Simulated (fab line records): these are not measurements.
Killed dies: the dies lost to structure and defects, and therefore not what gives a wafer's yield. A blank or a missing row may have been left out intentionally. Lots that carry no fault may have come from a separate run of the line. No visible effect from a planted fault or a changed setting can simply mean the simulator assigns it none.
Chamber matching || flow nand-harc || 4 sister chambers for NHARC_P_CONTACT_ALD_22 on ald-metal-04
The step deposits TiN, target thk 3 nm, pulse time 1 s, ald cycles 150. 4 wafers are shown with their chamber, then 8 later ones without.

== EACH WAFER AND ITS CHAMBER ==
{"wafer": "L088.1", "chamber": 3, "heater-power-w (W)": 1094}
{"wafer": "L088.2", "chamber": 1, "heater-power-w (W)": 1030}
{"wafer": "L088.3", "chamber": 0, "heater-power-w (W)": 1165}
{"wafer": "L088.4", "chamber": 2, "heater-power-w (W)": 1045}

== WAFERS WITHOUT THEIR CHAMBER ==
{"wafer": "L088.5", "heater-power-w (W)": 1071}
{"wafer": "L088.6", "heater-power-w (W)": 1200}
{"wafer": "L085.4", "heater-power-w (W)": 1025}
{"wafer": "L085.5", "heater-power-w (W)": 1129}
{"wafer": "L085.6", "heater-power-w (W)": 1029}
{"wafer": "L089.1", "heater-power-w (W)": 1051}
{"wafer": "L089.3", "heater-power-w (W)": 1102}
{"wafer": "L089.6", "heater-power-w (W)": 1043}

== EACH ONE'S CHAMBER ==
{"wafer": "L088.5", "from the rows above": "can't be placed: 3 or 2 or 1", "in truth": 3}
{"wafer": "L088.6", "from the rows above": 0, "in truth": 0}
{"wafer": "L085.4", "from the rows above": "can't be placed: 1 or 2", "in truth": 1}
{"wafer": "L085.5", "from the rows above": "can't be placed: 3 or 0", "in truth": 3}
{"wafer": "L085.6", "from the rows above": "can't be placed: 1 or 2", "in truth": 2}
{"wafer": "L089.1", "from the rows above": "can't be placed: 2 or 1 or 3", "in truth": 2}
{"wafer": "L089.3", "from the rows above": 3, "in truth": 3}
{"wafer": "L089.6", "from the rows above": "can't be placed: 2 or 1", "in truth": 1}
Placed correctly: 2 of 8. These rows do not allow placing 6 (true chamber among the candidates in 6). Placed wrongly: 0.
How it was worked out, from the rows above alone: a wafer's distance from a chamber is the root of the sum, over the readings, of the square of ((its reading less the chamber's mean) divided by the reading's scatter). The wafer belongs to the nearest chamber; if the next one is less than 2 further off, it can't be placed. Each chamber's mean is taken over the wafers shown for it. The scatter: with one shown wafer a chamber, the root of the mean of the squares of how far each hidden wafer lies from its nearest shown one.
